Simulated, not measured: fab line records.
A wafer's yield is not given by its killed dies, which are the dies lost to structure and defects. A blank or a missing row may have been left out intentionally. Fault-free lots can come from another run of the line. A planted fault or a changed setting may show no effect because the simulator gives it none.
Struck lot and sound lot, side by side	flow nand-harc	25 steps out of a route of 1302
Sound: these wafers, L980.3, L980.5, L980.6. The struck wafers were L986.1, L986.2, L986.6. Last of all comes the cause.
Each step with rows lists, per side, the tool, then ch with its chambers, then its first start. Under that, the readings that differ: sound wafers	struck wafers	difference of the means	sigmas: that difference in standard deviations of wafers without a fault.
alike: readings whose means differ by less than 2 such deviations, and words and numbers that are the same on both sides. not compared: withheld readings, readings that some wafer has no value for, bounds like >300 that may hide the same value, and numbers for which the record gives no deviation and whose values overlap.
The two part at a step that has a row with sigmas, a row that says differs or no value, or rows on one side only. When numbers do not overlap yet have no deviation, they are printed without sigmas and do not part them. A reading missing from all wafers of one side parts the sides only when that side holds two or more wafers.

first, 1 step without rows for these wafers: NHARC_P_M1_SRD_25.
NHARC_P_M1_INSPECT_27:
  struck on defect-inspect-02, day 11 00:37; sound on defect-inspect-01, day 8 12:28
  alike: raw-defect-count
NHARC_P_M1_PRE_CLEAN_32: time 12 s.
  sound on pecvd-01 ch 0,2, day 8 12:35; struck on pecvd-01 ch 0,1,2, day 11 00:41
  alike: heater-power-w, susceptor-temp-C
NHARC_P_M1_DEP_33: deposits SiCN, target thk 30 nm.
  sound on pecvd-01 ch 0,2, day 8 12:50; struck on pecvd-01 ch 0,1,2, day 11 00:46
  alike: heater-power-w, susceptor-temp-C
then, 7 steps without rows for these wafers: NHARC_P_M2_DEP_00 (deposits SiOC, target thk 182.5 nm); NHARC_P_M2_DEHYDRATE_01 (time 120 s); NHARC_P_M2_HMDS_02 (time 30 s); NHARC_P_M2_COAT_34 (time 65 s); NHARC_P_M2_COAT_03 (resist thk 90 nm); NHARC_P_M2_SOFTBAKE_04 (time 55 s); NHARC_P_M2_EBR_05.
NHARC_P_M2_EXPOSE_06: exposes mask P M2, target cd 170 nm.
  sound on arfi-scanner-02 ch 0, day 8 13:54; struck on arfi-scanner-02 ch 0, day 11 01:45
reading	sound	struck	difference	sigmas
exposure-dose-mJ-cm2	80.57 80.64 80.72	96.50 96.63 96.43	+15.88	+99 or more
  alike: mask, reticle-temp-C
then, 2 steps without rows for these wafers: NHARC_P_M2_PEB_07 (peb time 65 s); NHARC_P_M2_DEVELOP_08 (develop time 35 s).
NHARC_P_M2_CD_MEAS_09 targets a cd of 170 nm.
  sound on cd-sem-03 ch 0, day 8 14:02; struck on cd-sem-01 ch 0, day 11 01:53
reading	sound	struck	difference	sigmas
cd-nm (nm)	169.4 170.9 170.9	180.3 180.1 181.3	+10.2	+12
NHARC_P_M2_OVL_MEAS_10: pitch 340 nm.
  struck on overlay-01, day 11 01:59; sound on overlay-02, day 8 14:07
reading	sound	struck	difference	sigmas
overlay-x-nm (nm)	0.7 0.4 0.2	-2.7 -2.4 -2.3	-2.9	-3
  alike: overlay-y-nm
NHARC_P_M2_INSPECT_11:
  struck on defect-inspect-02, day 11 02:01; sound on defect-inspect-01, day 8 14:09
  alike: raw-defect-count
NHARC_P_M2_DESCUM_14: chemistry O2, time 3 s.
  sound on rie-diel-05 ch 0,3, day 8 14:13; struck on rie-diel-13 ch 1,3, day 11 02:05
reading	sound	struck	difference	sigmas
throttle-valve-pct (%)	11.303 11.312 11.300	11.321 11.318 11.334	+0.019	+2
model.P_M2.cd-nm (nm)	169.2 170.2 170.9	179.8 179.9 180.2	+9.9	
  alike: drypump-motor-current-A, oes-product-au, rf-vpp-V, showerhead-plenum-p-Torr
  not compared: rf-hours-counter-h
NHARC_P_M2_ETCH_35: etches the open film in N2/H2, target depth 40 nm, overetch 12 nm, time 43.94 s.
  sound on rie-diel-05 ch 0,2,3, day 8 14:19; struck on rie-diel-13 ch 1,2, day 11 02:11
reading	sound	struck	difference	sigmas
throttle-valve-pct (%)	14.181 14.178 14.192	14.153 14.171 14.166	-0.020	-2
  alike: drypump-motor-current-A, oes-product-au, rf-vpp-V, showerhead-plenum-p-Torr
  not compared: rf-hours-counter-h
NHARC_P_M2_ETCH_15: etches the open film in C4F8/Ar, target depth 182.5 nm, time 91.2 s.
  sound: rie-diel-05 ch 0,2,3; struck: rie-diel-13 ch 2,3
  alike: oes-product-au, rf-vpp-V
  not compared: rf-hours-counter-h
NHARC_P_M2_CD_MEAS_16:
  struck on cd-sem-01, day 11 02:26; sound on cd-sem-01, day 8 14:31
reading	sound	struck	difference	sigmas
cd-nm (nm)	169.3 170.4 170.5	180.4 180.1 180.7	+10.3	+10
NHARC_P_M2_STRIP_18: strips in N2/H2.
  sound on rie-diel-13 ch 2,3, day 8 14:37; struck on rie-diel-05 ch 0,2,3, day 11 02:30
  alike: drypump-motor-current-A, oes-product-au, rf-vpp-V, showerhead-plenum-p-Torr, throttle-valve-pct
  not compared: rf-hours-counter-h
NHARC_P_M2_ETCH_28: etches the open film in CF4/N2, target depth 30 nm, time 72.99 s.
  sound: rie-diel-13 ch 2,3; struck: rie-diel-05 ch 0,2,3
reading	sound	struck	difference	sigmas
model.P_M2.cd-nm (nm)	169.9 171.2 171.4	181.1 180.8 180.3	+9.9	
  alike: drypump-motor-current-A, oes-product-au, rf-vpp-V, showerhead-plenum-p-Torr, throttle-valve-pct
  not compared: rf-hours-counter-h
then, 1 step without rows for these wafers: NHARC_P_M2_STRIP_19 (strips in post etch residue remover, time 600 s).
-- record jumps: 19 days between struck wafers' starts before vs after; left off in module P_M2, resumes in module END, first step shown is number 1302 of the route --
NHARC_END_SORT_01:
  at this point the record logs the struck wafers (prober-02 ch 0, day 29 15:25) and has no rows for the sound ones

== WHERE THEY PART ==
Earliest at NHARC_P_M2_EXPOSE_06; latest, in this record, at NHARC_END_SORT_01.

WHY: what the simulator had put in
Process parameters drifting: arfi-scanner-02 at NHARC_P_M2_EXPOSE_06, beginning at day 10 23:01. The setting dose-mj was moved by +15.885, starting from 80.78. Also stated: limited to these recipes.
